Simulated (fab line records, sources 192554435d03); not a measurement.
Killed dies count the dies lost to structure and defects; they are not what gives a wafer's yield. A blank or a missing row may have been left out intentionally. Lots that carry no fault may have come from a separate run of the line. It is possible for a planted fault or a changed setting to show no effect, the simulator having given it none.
Chamber matching | flow n5_finfet | N5_BEOL_M4_ALD_84 on ald_metal-04: 4 sister chambers
The step deposits TaN, pulse time 2 s, purge time 3 s, co reactant purge time 2 s. 8 wafers are shown with their chamber, then 8 later ones without.

== WAFERS PAIRED WITH THEIR CHAMBERS ==
wafer  | chamber | heater_power_w (W) | precursor_vessel_pressure_torr (Torr)
L082.3 | 3       | 431                | 26.27
L083.6 | 1       | 394                | 26.25
L084.1 | 1       | 391                | 26.30
L084.3 | 3       | 421                | 26.27
L085.3 | 2       | 367                | 26.26
L085.4 | 2       | 368                | 26.22
L085.6 | 0       | 405                | 26.30
L088.1 | 0       | 419                | 26.26

== WAFERS WHOSE CHAMBER IS MISSING ==
wafer  | heater_power_w (W) | precursor_vessel_pressure_torr (Torr)
L088.3 | 366                | 26.32
L088.5 | 357                | 26.22
L094.1 | 407                | 26.23
L094.3 | 356                | 26.19
L094.4 | 390                | 26.28
L097.2 | 410                | 26.30
L097.5 | 359                | 26.23
L097.6 | 390                | 26.31

== THE CHAMBER EACH PASSED THROUGH ==
wafer  | from the rows above          | in truth
L088.3 | can't be placed: 2 or 1      | 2
L088.5 | 2                            | 2
L094.1 | can't be placed: 0 or 1 or 3 | 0
L094.3 | 2                            | 2
L094.4 | 1                            | 1
L097.2 | 0                            | 0
L097.5 | 2                            | 2
L097.6 | 1                            | 1
Correct placement for 6 of the 8. From these rows, 2 cannot be placed; in 2 the true chamber is one of the candidates. 0 placed wrongly.
How it was worked out, from the rows above alone: a wafer's distance from a chamber is the root of the sum, over the readings, of the square of ((its reading less the chamber's mean) divided by the reading's scatter). The wafer belongs to the nearest chamber; if the next one is less than 2 further off, it can't be placed. The mean given for a chamber averages the wafers shown for that chamber. The scatter: the root of (the sum of the squares of (reading less its chamber's mean) over the shown wafers, divided by (wafers less chambers)).
